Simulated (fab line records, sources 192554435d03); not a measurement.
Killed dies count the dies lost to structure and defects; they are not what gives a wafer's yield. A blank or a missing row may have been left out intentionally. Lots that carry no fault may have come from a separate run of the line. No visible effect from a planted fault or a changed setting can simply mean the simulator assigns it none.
fab line records -- flow n5_finfet -- part 1 of 2: steps 1 to 19 of 27
[record] lots = 5, wafers = 15, last_day = 16
route steps=1938 shown MIM_TOP_LITHO@1849 MIM_TOP_ETCH@1851 MIM_BOT_LITHO@1854 MIM_BOT_ETCH@1866 PASS1_CAP@1873 TV_LITHO@1875
lots that met no fault: from a run of the same line without faults
start_h: start of the lot's first displayed wafer, in hours after the record's first day -- wait_h: hours elapsed since this lot's preceding step -- " repeats the value in the row above -- L1.1+2: one row covering several wafers at once -- - either no value or no given start -- * or withheld: withheld -- < > ~ a bound
route shown NAME@n: NAME is a module with steps in the file, n the number in the route of the first one -- usual: mean/standard deviation taken from wafers without a fault -- same: alike in all rows -- chamber/n: place in a boat -- sites: readings site by site -- _std_site: the values' standard deviation -- _edge_site: inner sites' mean taken away from outer sites' mean -- radius_mm: for every site, how far away it sits from the centre of the wafer -- mask NAME#n: copy n -- behind: tool/chamber where the wafer was last shaped -- hold: cause of the lot's hold/its duration in hours/its outcome -- device: the transistor (n, p or np) that didn't switch -- end of line: the same wafers' tests at the end of the route -- step lacking rows: just its recipe -- killed: at the first sort, the dies lost to defects and structure; wafer yield is something else -- map: a wafer's dies, marking killed ones x, the rest . and places with no die _
set.NAME: the run value of the setting; set.NAME@STEP: its run value at that earlier step -- model.NAME: the simulator's own value behind a step, which no gauge read
lots seen at some steps along the route; tables by step, rows by wafer
services: the hour from which a tool's chamber was out of use, counted from the record's first day as start_h (under 0 if before that day), plus the number of hours and why
[[steps]]
[step N5_MIM_TOP_LITHO_INSPECT_12]
[recipe] mode = adi, inspect_instrument = macro
[usual] raw_defect_count = 2.1/1.4
lot.wafer,tool,chamber,start_h,wait_h,raw_defect_count
L074.3,defect_inspect-01,-,262.75,0.0,2
L074.4,defect_inspect-01,-,262.75,0.0,2
L074.5,defect_inspect-01,-,262.75,0.0,1
L077.1,defect_inspect-02,-,282.04,0.0,3
L077.4,defect_inspect-02,-,282.04,0.0,0
L077.6,defect_inspect-02,-,282.04,0.0,3
L076.1,defect_inspect-02,-,304.65,0.0,1
L076.2,defect_inspect-02,-,304.65,0.0,4
L076.6,defect_inspect-02,-,304.65,0.0,2
L082.3,defect_inspect-02,-,328.84,0.0,2
L082.5,defect_inspect-02,-,328.84,0.0,1
L082.6,defect_inspect-02,-,328.84,0.0,2
L088.2,defect_inspect-01,-,380.41,0.0,2
L088.4,defect_inspect-01,-,380.41,0.0,5
L088.6,defect_inspect-01,-,380.41,0.0,3
[step N5_MIM_TOP_LITHO_DESCUM_10]
[recipe] chemistry = O2, time_s = 7.9, source_power_w = 50, bias_power_w = 20, pressure_mtorr = 20, rf_frequency_hz = 2.712e+07, temp_c = 40, o2_flow_sccm = 225
[usual] drypump_motor_current_A = 5.52/0.29, o2_flow_sccm = 225.1/0.67, oes_product_au = 0.83/0.085, rf_vpp_V = 243.3/1.5, showerhead_plenum_p_Torr = 2.10/0.088, throttle_valve_pct = 20.26/0.24
lot.wafer,tool,chamber,start_h,wait_h,drypump_motor_current_A,o2_flow_sccm,oes_product_au,rf_hours_counter_h,rf_vpp_V,showerhead_plenum_p_Torr,throttle_valve_pct
L074.3,rie_diel-04,0,262.78,0.0,5.53,225.7,0.69,247,241.4,2.06,20.43
L074.4,rie_diel-04,0,262.78,0.0,5.54,225.3,0.69,-,242.7,2.06,20.44
L074.5,rie_diel-04,3,262.78,0.0,5.21,225.0,0.71,-,242.0,2.07,20.36
L077.1,rie_diel-04,1,282.07,0.0,5.91,224.1,0.69,238,239.9,1.97,20.34
L077.4,rie_diel-04,3,282.07,0.0,5.23,223.9,0.71,-,242.5,2.06,20.38
L077.6,rie_diel-04,1,282.07,0.0,5.91,224.0,0.70,-,242.5,1.97,20.34
L076.1,rie_diel-01,3,304.69,0.0,5.23,226.0,0.81,83,243.6,2.01,20.18
L076.2,rie_diel-01,1,304.69,0.0,5.65,224.7,0.96,4,245.6,2.24,20.03
L076.6,rie_diel-01,1,304.69,0.0,5.63,225.4,0.97,-,245.6,2.24,20.03
L082.3,rie_diel-01,2,328.89,0.0,5.76,225.3,0.70,235,242.3,1.97,20.53
L082.5,rie_diel-01,1,328.89,0.0,5.64,224.6,0.94,-,244.7,2.23,20.05
L082.6,rie_diel-01,2,328.89,0.0,5.77,225.0,0.70,-,242.0,1.97,20.56
L088.2,rie_diel-01,1,380.45,0.0,5.64,224.9,0.90,34,244.7,2.23,20.09
L088.4,rie_diel-01,0,380.45,0.0,5.33,224.8,0.92,-,243.9,2.13,20.02
L088.6,rie_diel-01,1,380.45,0.0,5.65,225.4,0.90,-,246.6,2.23,20.08
[step N5_MIM_TOP_ETCH_ETCH_00]
[recipe] chemistry = Cl2/BCl3, target = TiN, target_depth_a = 385, ion_energy_ev = 150, pressure_mtorr = 10, icp_w = 1000, bias_w = 126, Cl2_flow_sccm = 53.25, bcl3_flow_sccm = 21.75, Ar_flow_sccm = 25
[usual] drypump_motor_current_A = 5.7/0.52, mfc_ar_sccm = 25.01/0.085, oes_ar_750_au = 0.82/0.091, oes_product_au = 0.82/0.092, throttle_valve_pct = 22.8/0.36
lot.wafer,tool,chamber,start_h,wait_h,drypump_motor_current_A,mfc_ar_sccm,oes_ar_750_au,oes_product_au,rf_hours_counter_h,throttle_valve_pct
L074.3,rie_metal-02,0,262.90,0.1,5.3,24.92,0.91,0.91,-,22.4
L074.4,rie_metal-02,1,262.90,0.1,6.6,25.07,0.69,0.69,-,23.1
L074.5,rie_metal-02,0,262.90,0.1,5.3,25.00,0.90,0.90,-,22.4
L077.1,rie_metal-01,1,282.16,0.1,5.4,25.04,0.82,0.83,25,22.8
L077.4,rie_metal-01,0,282.16,0.1,5.9,25.06,0.66,0.67,-,23.3
L077.6,rie_metal-01,1,282.16,0.1,5.4,24.94,0.82,0.83,-,22.9
L076.1,rie_metal-01,0,304.77,0.1,5.8,25.05,0.66,0.66,95,23.3
L076.2,rie_metal-01,1,304.77,0.1,5.4,24.95,0.81,0.83,27,22.8
L076.6,rie_metal-01,1,304.77,0.1,5.4,25.00,0.82,0.83,-,22.8
L082.3,rie_metal-03,1,329.01,0.1,5.3,25.13,0.90,0.91,-,22.9
L082.5,rie_metal-03,0,329.01,0.1,6.8,25.12,0.83,0.84,-,22.1
L082.6,rie_metal-03,1,329.01,0.1,5.3,25.15,0.91,0.90,-,23.0
L088.2,rie_metal-02,0,380.57,0.1,5.3,25.04,0.85,0.85,-,22.4
L088.4,rie_metal-02,0,380.57,0.1,5.3,25.02,0.86,0.85,-,22.4
L088.6,rie_metal-02,0,380.57,0.1,5.3,25.01,0.86,0.85,-,22.4
[step N5_MIM_TOP_ETCH_STRIP_01]
[recipe] chemistry = O2, power_w = 600, temp_c = 60, pressure_mtorr = 30, rf_frequency_hz = 6e+07, bias_power_w = 0, overash_fraction = 0.5, o2_flow_sccm = 225
[usual] drypump_motor_current_A = 6.1/0.48, o2_flow_sccm = 225.0/0.76, oes_product_au = 0.78/0.1, rf_vpp_V = 3.5/1.2, showerhead_plenum_p_Torr = 2.08/0.071, throttle_valve_pct = 16.71/0.27
lot.wafer,tool,chamber,start_h,wait_h,drypump_motor_current_A,o2_flow_sccm,oes_product_au,rf_hours_counter_h,rf_vpp_V,showerhead_plenum_p_Torr,throttle_valve_pct
L074.3,rie_diel-05,1,263.01,0.1,5.7,225.5,0.68,228,3.1,1.97,16.93
L074.4,rie_diel-05,0,263.01,0.1,6.0,224.4,0.88,-,3.4,2.14,16.20
L074.5,rie_diel-05,3,263.01,0.1,5.2,224.4,0.71,-,1.4,2.08,16.76
L077.1,rie_diel-05,0,282.30,0.1,5.9,226.3,0.87,38,4.1,2.13,16.26
L077.4,rie_diel-05,3,282.30,0.1,5.2,225.7,0.70,227,1.9,2.07,16.82
L077.6,rie_diel-05,1,282.30,0.1,5.8,225.6,0.67,-,4.8,1.97,16.98
L076.1,rie_diel-06,2,304.92,0.1,6.7,226.6,0.69,250,2.2,1.99,17.00
L076.2,rie_diel-06,0,304.92,0.1,6.5,223.9,0.87,65,4.1,2.13,16.45
L076.6,rie_diel-06,1,304.92,0.1,5.8,223.9,0.76,-,5.1,2.01,16.49
L082.3,rie_diel-02,0,329.14,0.1,6.5,225.2,0.70,194,0.7,2.08,17.03
L082.5,rie_diel-02,1,329.14,0.1,5.7,225.9,0.69,-,4.2,2.16,16.82
L082.6,rie_diel-02,0,329.14,0.1,6.5,225.8,0.70,-,3.8,2.08,17.01
L088.2,rie_diel-02,3,380.80,0.2,6.5,226.2,0.72,172,3.0,2.00,16.96
L088.4,rie_diel-02,2,380.80,0.2,5.9,225.0,0.94,17,6.7,2.05,16.45
L088.6,rie_diel-02,1,380.80,0.2,5.7,225.2,0.68,-,2.5,2.16,16.91
[step N5_MIM_TOP_ETCH_PECVD_03]
[recipe] material = SiNx, target_thk_a = 200, temp_c = 400, precursor = SiH4/NH3/N2, pressure_torr = 1.5, rf_w = 300, time_s = 17.6
[usual] heater_power_w = 785/94, showerhead_plenum_p_Torr = 5.09/0.079, susceptor_temp_C = 400.02/0.22, throttle_valve_pct = 40.6/2.1
lot.wafer,tool,chamber,start_h,wait_h,heater_power_w,showerhead_plenum_p_Torr,susceptor_temp_C,throttle_valve_pct
L074.3,pecvd-01,2,263.07,-,896,5.15,399.73,39.4
L074.4,pecvd-01,1,263.07,-,805,5.19,400.17,45.4
L074.5,pecvd-01,0,263.07,-,866,5.11,400.08,38.3
L077.1,pecvd-04,0,282.36,-,774,4.94,400.09,40.3
L077.4,pecvd-04,2,282.36,-,767,5.14,399.98,41.3
L077.6,pecvd-04,1,282.36,-,675,5.04,400.12,40.9
L076.1,pecvd-01,0,304.98,-,875,5.10,399.80,38.3
L076.2,pecvd-01,2,304.98,-,879,5.13,400.14,39.2
L076.6,pecvd-01,0,304.98,-,859,5.12,399.97,38.3
L082.3,pecvd-01,1,329.21,-,894,5.19,399.56,45.3
L082.5,pecvd-01,2,329.21,-,951,5.14,400.25,39.4
L082.6,pecvd-01,1,329.21,-,900,5.18,399.77,45.0
L088.2,pecvd-01,2,380.86,-,957,5.16,400.04,39.7
L088.4,pecvd-01,0,380.86,-,805,5.10,399.98,38.3
L088.6,pecvd-01,2,380.86,-,932,5.15,400.19,40.0
[step N5_MIM_BOT_LITHO_HMDS_01]
[recipe] time_s = 60, temp_c = 120
[usual] chill_plate_temp_C = 22.99/0.1
lot.wafer,tool,chamber,start_h,wait_h,chill_plate_temp_C
L074.3,litho_track-03,0,263.14,0.1,23.18
L074.4,litho_track-03,0,263.14,0.1,23.01
L074.5,litho_track-03,0,263.14,0.1,22.90
L077.1,litho_track-02,0,282.43,0.0,23.03
L077.4,litho_track-02,0,282.43,0.0,23.17
L077.6,litho_track-02,0,282.43,0.0,23.01
L076.1,litho_track-03,0,305.05,0.0,22.84
L076.2,litho_track-03,0,305.05,0.0,22.95
L076.6,litho_track-03,0,305.05,0.0,23.04
L082.3,litho_track-02,0,329.28,0.1,23.02
L082.5,litho_track-02,0,329.28,0.1,22.90
L082.6,litho_track-02,0,329.28,0.1,22.81
L088.2,litho_track-03,0,380.94,0.0,23.03
L088.4,litho_track-03,0,380.94,0.0,23.08
L088.6,litho_track-03,0,380.94,0.0,22.91
[step N5_MIM_BOT_LITHO_COAT_02]
[recipe] spin_rpm = *, resist_thk_nm = *
[usual] chill_plate_temp_C = 22.99/0.1, spin_speed_rpm = *
lot.wafer,tool,chamber,start_h,wait_h,chill_plate_temp_C,spin_speed_rpm
L074.3,litho_track-03,0,-,-,23.09,*
L074.4,litho_track-03,0,-,-,23.09,*
L074.5,litho_track-03,0,-,-,22.97,*
L077.1,litho_track-02,0,-,-,22.96,*
L077.4,litho_track-02,0,-,-,23.11,*
L077.6,litho_track-02,0,-,-,23.04,*
L076.1,litho_track-03,0,-,-,22.99,*
L076.2,litho_track-03,0,-,-,22.87,*
L076.6,litho_track-03,0,-,-,22.94,*
L082.3,litho_track-02,0,-,-,23.00,*
L082.5,litho_track-02,0,-,-,23.22,*
L082.6,litho_track-02,0,-,-,22.99,*
L088.2,litho_track-03,0,-,-,23.07,*
L088.4,litho_track-03,0,-,-,23.05,*
L088.6,litho_track-03,0,-,-,22.87,*
[step N5_MIM_BOT_LITHO_EBR_04]
[recipe] solvent = PGMEA, ebr_width_mm = 1.5
[usual] chill_plate_temp_C = 22.98/0.11
lot.wafer,tool,chamber,start_h,wait_h,chill_plate_temp_C
L074.3,litho_track-03,0,-,-,22.91
L074.4,litho_track-03,0,-,-,22.84
L074.5,litho_track-03,0,-,-,22.97
L077.1,litho_track-02,0,-,-,23.02
L077.4,litho_track-02,0,-,-,23.09
L077.6,litho_track-02,0,-,-,22.91
L076.1,litho_track-03,0,-,-,23.04
L076.2,litho_track-03,0,-,-,22.94
L076.6,litho_track-03,0,-,-,23.00
L082.3,litho_track-02,0,-,-,22.69
L082.5,litho_track-02,0,-,-,22.97
L082.6,litho_track-02,0,-,-,23.05
L088.2,litho_track-03,0,-,-,22.84
L088.4,litho_track-03,0,-,-,23.06
L088.6,litho_track-03,0,-,-,22.95
[step N5_MIM_BOT_LITHO_SOFTBAKE_03]
[recipe] temp_c = 100, time_s = 90
[usual] chill_plate_temp_C = 23.02/0.11
lot.wafer,tool,chamber,start_h,wait_h,chill_plate_temp_C
L074.3,litho_track-03,0,-,-,22.90
L074.4,litho_track-03,0,-,-,23.03
L074.5,litho_track-03,0,-,-,23.01
L077.1,litho_track-02,0,-,-,23.08
L077.4,litho_track-02,0,-,-,23.06
L077.6,litho_track-02,0,-,-,23.21
L076.1,litho_track-03,0,-,-,23.16
L076.2,litho_track-03,0,-,-,23.07
L076.6,litho_track-03,0,-,-,23.16
L082.3,litho_track-02,0,-,-,22.91
L082.5,litho_track-02,0,-,-,22.94
L082.6,litho_track-02,0,-,-,23.03
L088.2,litho_track-03,0,-,-,22.83
L088.4,litho_track-03,0,-,-,22.88
L088.6,litho_track-03,0,-,-,22.89
[step N5_MIM_BOT_LITHO_EXPOSE_05]
[recipe] mask_id = MIM_BOT, na = 0.55, source_shape = conventional, sigma_outer = 0.8, polarization = unpolarized, dose_mj = 24.25
lot.wafer,tool,chamber,start_h,wait_h,mask
L074.3+4+5,krf_scanner-01,0,263.39,-,MIM_BOT#0
L077.1+4+6,krf_scanner-01,0,282.54,-,MIM_BOT#0
L076.1+2+6,krf_scanner-02,0,305.28,-,MIM_BOT#0
L082.3+5+6,krf_scanner-02,0,329.40,-,MIM_BOT#0
L088.2+4+6,krf_scanner-01,0,381.20,-,MIM_BOT#0
[step N5_MIM_BOT_LITHO_PEB_06]
[recipe] peb_temp_c = withheld, peb_time_s = *
[usual] chill_plate_temp_C = *
lot.wafer,tool,chamber,start_h,wait_h,chill_plate_temp_C
L074.3,litho_track-02,0,263.43,0.0,*
L074.4,litho_track-02,0,263.43,0.0,*
L074.5,litho_track-02,0,263.43,0.0,*
L077.1,litho_track-05,0,282.60,0.1,*
L077.4,litho_track-05,0,282.60,0.1,*
L077.6,litho_track-05,0,282.60,0.1,*
L076.1,litho_track-05,0,305.34,0.1,*
L076.2,litho_track-05,0,305.34,0.1,*
L076.6,litho_track-05,0,305.34,0.1,*
L082.3,litho_track-05,0,329.45,0.0,*
L082.5,litho_track-05,0,329.45,0.0,*
L082.6,litho_track-05,0,329.45,0.0,*
L088.2,litho_track-05,0,381.25,0.0,*
L088.4,litho_track-05,0,381.25,0.0,*
L088.6,litho_track-05,0,381.25,0.0,*
[step N5_MIM_BOT_LITHO_DEVELOP_07]
[recipe] develop_time_s = 60, rinse_liquid = diw, dry = air_spin, dev_temp_c = 21
[usual] chill_plate_temp_C = 23.02/0.097
lot.wafer,tool,chamber,start_h,wait_h,chill_plate_temp_C
L074.3,litho_track-02,0,-,-,23.17
L074.4,litho_track-02,0,-,-,22.99
L074.5,litho_track-02,0,-,-,23.09
L077.1,litho_track-05,0,-,-,23.00
L077.4,litho_track-05,0,-,-,22.91
L077.6,litho_track-05,0,-,-,22.94
L076.1,litho_track-05,0,-,-,23.09
L076.2,litho_track-05,0,-,-,22.95
L076.6,litho_track-05,0,-,-,23.08
L082.3,litho_track-05,0,-,-,22.97
L082.5,litho_track-05,0,-,-,22.94
L082.6,litho_track-05,0,-,-,23.13
L088.2,litho_track-05,0,-,-,22.97
L088.4,litho_track-05,0,-,-,22.91
L088.6,litho_track-05,0,-,-,23.00
[step N5_MIM_BOT_LITHO_HARDBAKE_09]
[recipe] temp_c = 130, time_s = 120
[usual] chill_plate_temp_C = 23.02/0.1
lot.wafer,tool,chamber,start_h,wait_h,chill_plate_temp_C
L074.3,litho_track-02,0,-,-,23.08
L074.4,litho_track-02,0,-,-,23.10
L074.5,litho_track-02,0,-,-,23.06
L077.1,litho_track-05,0,-,-,23.10
L077.4,litho_track-05,0,-,-,23.20
L077.6,litho_track-05,0,-,-,23.13
L076.1,litho_track-05,0,-,-,23.10
L076.2,litho_track-05,0,-,-,23.19
L076.6,litho_track-05,0,-,-,22.96
L082.3,litho_track-05,0,-,-,22.94
L082.5,litho_track-05,0,-,-,22.96
L082.6,litho_track-05,0,-,-,23.02
L088.2,litho_track-05,0,-,-,23.17
L088.4,litho_track-05,0,-,-,23.19
L088.6,litho_track-05,0,-,-,23.06
[step N5_MIM_BOT_LITHO_CD_MEAS_08]
[recipe] target_cd_nm = 3000, landing_energy_ev = 500, detector = se_inlens, polarity = opening
[usual] cd_nm = 3000.0/1.7
lot.wafer,tool,chamber,start_h,wait_h,cd_nm
L074.3,cd_sem-01,0,263.55,-,2998.9
L074.4,cd_sem-01,0,263.55,-,2997.8
L074.5,cd_sem-01,0,263.55,-,2999.9
L077.1,cd_sem-03,0,282.72,-,3000.9
L077.4,cd_sem-03,0,282.72,-,3001.4
L077.6,cd_sem-03,0,282.72,-,3001.2
L076.1,cd_sem-02,0,305.46,-,2997.4
L076.2,cd_sem-02,0,305.46,-,2999.9
L076.6,cd_sem-02,0,305.46,-,2998.3
L082.3,cd_sem-03,0,329.57,-,3000.7
L082.5,cd_sem-03,0,329.57,-,2997.3
L082.6,cd_sem-03,0,329.57,-,3001.3
L088.2,cd_sem-03,0,381.37,-,2999.5
L088.4,cd_sem-03,0,381.37,-,2999.5
L088.6,cd_sem-03,0,381.37,-,2998.9
[step N5_MIM_BOT_LITHO_OVL_MEAS_11]
[recipe] points_per_wafer = 44
[usual] MIM_BOT_OVL = -1/6.3
lot.wafer,tool,chamber,start_h,wait_h,MIM_BOT_OVL[nm]
L074.3,overlay-01,0,263.59,0.0,5
L074.4,overlay-01,0,263.59,0.0,10
L074.5,overlay-01,0,263.59,0.0,3
L077.1,overlay-02,0,282.75,0.0,-3
L077.4,overlay-02,0,282.75,0.0,5
L077.6,overlay-02,0,282.75,0.0,2
L076.1,overlay-01,0,305.49,0.0,-2
L076.2,overlay-01,0,305.49,0.0,-8
L076.6,overlay-01,0,305.49,0.0,-9
L082.3,overlay-01,0,329.60,0.0,-4
L082.5,overlay-01,0,329.60,0.0,5
L082.6,overlay-01,0,329.60,0.0,-10
L088.2,overlay-02,0,381.40,0.0,6
L088.4,overlay-02,0,381.40,0.0,-1
L088.6,overlay-02,0,381.40,0.0,4
[step N5_MIM_BOT_LITHO_INSPECT_12]
[recipe] mode = adi, inspect_instrument = macro
[usual] raw_defect_count = 1.9/1.4
lot.wafer,tool,chamber,start_h,wait_h,raw_defect_count
L074.3,defect_inspect-01,-,263.61,0.0,2
L074.4,defect_inspect-01,-,263.61,0.0,1
L074.5,defect_inspect-01,-,263.61,0.0,3
L077.1,defect_inspect-02,-,282.77,0.0,3
L077.4,defect_inspect-02,-,282.77,0.0,1
L077.6,defect_inspect-02,-,282.77,0.0,2
L076.1,defect_inspect-01,-,305.51,0.0,2
L076.2,defect_inspect-01,-,305.51,0.0,2
L076.6,defect_inspect-01,-,305.51,0.0,2
L082.3,defect_inspect-02,-,329.62,0.0,1
L082.5,defect_inspect-02,-,329.62,0.0,4
L082.6,defect_inspect-02,-,329.62,0.0,0
L088.2,defect_inspect-02,-,381.43,0.0,2
L088.4,defect_inspect-02,-,381.43,0.0,0
L088.6,defect_inspect-02,-,381.43,0.0,1
[step N5_MIM_BOT_LITHO_DESCUM_10]
[recipe] chemistry = O2, time_s = 7.9, source_power_w = 50, bias_power_w = 20, pressure_mtorr = 20, rf_frequency_hz = 2.712e+07, temp_c = 40, o2_flow_sccm = 225
[usual] drypump_motor_current_A = 5.48/0.29, o2_flow_sccm = 225.0/0.65, oes_product_au = 0.83/0.082, rf_vpp_V = 243.5/1.6, showerhead_plenum_p_Torr = 2.11/0.085, throttle_valve_pct = 20.27/0.25
lot.wafer,tool,chamber,start_h,wait_h,drypump_motor_current_A,o2_flow_sccm,oes_product_au,rf_hours_counter_h,rf_vpp_V,showerhead_plenum_p_Torr,throttle_valve_pct
L074.3,rie_diel-04,0,263.65,0.0,5.53,224.9,0.70,248,243.8,2.06,20.44
L074.4,rie_diel-04,1,263.65,0.0,5.92,223.8,0.70,-,241.4,1.97,20.33
L074.5,rie_diel-04,3,263.65,0.0,5.20,223.9,0.71,-,243.2,2.07,20.37
L077.1,rie_diel-03,1,282.81,0.0,5.84,224.6,0.93,13,243.5,2.14,20.40
L077.4,rie_diel-03,3,282.81,0.0,5.43,224.3,0.81,89,243.1,2.14,20.66
L077.6,rie_diel-03,3,282.81,0.0,5.44,223.5,0.81,-,243.0,2.14,20.65
L076.1,rie_diel-03,0,305.55,0.0,5.79,225.3,0.88,47,241.8,2.12,19.89
L076.2,rie_diel-03,2,305.55,0.0,4.94,225.8,0.85,62,244.8,2.22,20.54
L076.6,rie_diel-03,3,305.55,0.0,5.43,225.0,0.79,-,242.5,2.14,20.68
L082.3,rie_diel-01,2,329.65,0.0,5.77,225.1,0.69,236,240.8,1.97,20.55
L082.5,rie_diel-01,0,329.65,0.0,5.34,224.3,0.95,-,242.8,2.13,19.98
L082.6,rie_diel-01,3,329.65,0.0,5.23,226.1,0.80,-,242.0,2.01,20.21
L088.2,rie_diel-04,3,381.67,0.2,5.20,224.9,0.68,249,242.6,2.05,20.44
L088.4,rie_diel-04,1,381.67,0.2,5.91,224.4,0.91,14,244.2,2.22,20.08
L088.6,rie_diel-04,3,381.67,0.2,5.19,224.2,0.67,-,242.2,2.05,20.42
[step N5_MIM_BOT_ETCH_ETCH_04]
[recipe] chemistry = CF4/O2, target = SiNx, target_depth_a = 260, time_s = 13, ion_energy_ev = 100, pressure_mtorr = 40, source_w = 535, bias_w = 49, Ar_flow_sccm = 100, cf4_flow_sccm = 100, O2_flow_sccm = 10
[usual] drypump_motor_current_A = 5.48/0.29, mfc_ar_sccm = 100.0/0.31, oes_ar_750_au = 0.83/0.076, oes_product_au = 0.84/0.081, rf_vpp_V = 238/4.9, showerhead_plenum_p_Torr = 2.22/0.082, throttle_valve_pct = 15.83/0.23
lot.wafer,tool,chamber,start_h,wait_h,drypump_motor_current_A,mfc_ar_sccm,oes_ar_750_au,oes_product_au,rf_hours_counter_h,rf_vpp_V,showerhead_plenum_p_Torr,throttle_valve_pct
L074.3,rie_diel-04,0,263.71,0.0,5.51,100.0,0.71,0.70,248,235,2.17,16.00
L074.4,rie_diel-04,1,263.71,0.0,5.89,100.1,0.71,0.71,-,242,2.10,16.08
L074.5,rie_diel-04,3,263.71,0.0,5.19,100.2,0.71,0.72,-,241,2.18,16.00
L077.1,rie_diel-03,1,282.87,0.0,5.84,100.1,0.95,0.96,13,237,2.27,15.92
L077.4,rie_diel-03,3,282.87,0.0,5.43,99.8,0.80,0.81,89,229,2.21,15.94
L077.6,rie_diel-03,3,282.87,0.0,5.43,99.4,0.80,0.81,-,229,2.21,15.95
L076.1,rie_diel-03,0,305.61,0.0,5.81,99.3,0.85,0.86,47,241,2.23,15.42
L076.2,rie_diel-03,2,305.61,0.0,4.92,100.2,0.87,0.87,62,236,2.33,16.03
L076.6,rie_diel-03,3,305.61,0.0,5.43,100.4,0.80,0.81,-,228,2.21,15.98
L082.3,rie_diel-01,2,329.72,0.0,5.78,100.0,0.71,0.70,236,237,2.09,16.22
L082.5,rie_diel-01,0,329.72,0.0,5.34,99.7,0.94,0.95,-,240,2.25,15.58
L082.6,rie_diel-01,3,329.72,0.0,5.25,100.7,0.80,0.81,-,234,2.12,15.87
L088.2,rie_diel-04,3,381.73,0.0,5.20,99.6,0.69,0.69,249,241,2.16,16.09
L088.4,rie_diel-04,1,381.73,0.0,5.92,99.8,0.91,0.92,14,243,2.35,15.70
L088.6,rie_diel-04,3,381.73,0.0,5.22,99.7,0.68,0.69,-,240,2.16,16.10
[step N5_MIM_BOT_ETCH_ETCH_03]
[recipe] chemistry = Cl2/BCl3, target_depth_a = 120, pressure_mtorr = 8, icp_w = 800, bias_w = 100, Cl2_flow_sccm = 20, bcl3_flow_sccm = 80
[usual] drypump_motor_current_A = 5.8/0.6, oes_product_au = 0.82/0.092, throttle_valve_pct = 27.6/0.47
lot.wafer,tool,chamber,start_h,wait_h,drypump_motor_current_A,oes_product_au,rf_hours_counter_h,throttle_valve_pct
L074.3,rie_metal-03,0,263.84,0.1,6.7,0.87,-,26.8
L074.4,rie_metal-03,1,263.84,0.1,5.3,0.94,-,27.9
L074.5,rie_metal-03,1,263.84,0.1,5.3,0.94,-,27.9
L077.1,rie_metal-02,1,282.96,0.1,6.7,0.68,102,27.8
L077.4,rie_metal-02,0,282.96,0.1,5.3,0.89,-,27.1
L077.6,rie_metal-02,1,282.96,0.1,6.7,0.68,-,27.8
L076.1,rie_metal-01,1,305.70,0.1,5.4,0.82,27,27.8
L076.2,rie_metal-01,0,305.70,0.1,5.9,0.66,95,28.3
L076.6,rie_metal-01,1,305.70,0.1,5.4,0.82,-,27.8
L082.3,rie_metal-03,1,329.84,0.1,5.3,0.91,-,28.0
L082.5,rie_metal-03,0,329.84,0.1,6.7,0.84,-,26.8
L082.6,rie_metal-03,1,329.84,0.1,5.3,0.91,-,27.9
L088.2,rie_metal-02,0,381.85,0.1,5.3,0.84,-,27.1
L088.4,rie_metal-02,0,381.85,0.1,5.3,0.84,-,27.1
L088.6,rie_metal-02,0,381.85,0.1,5.3,0.85,-,27.1
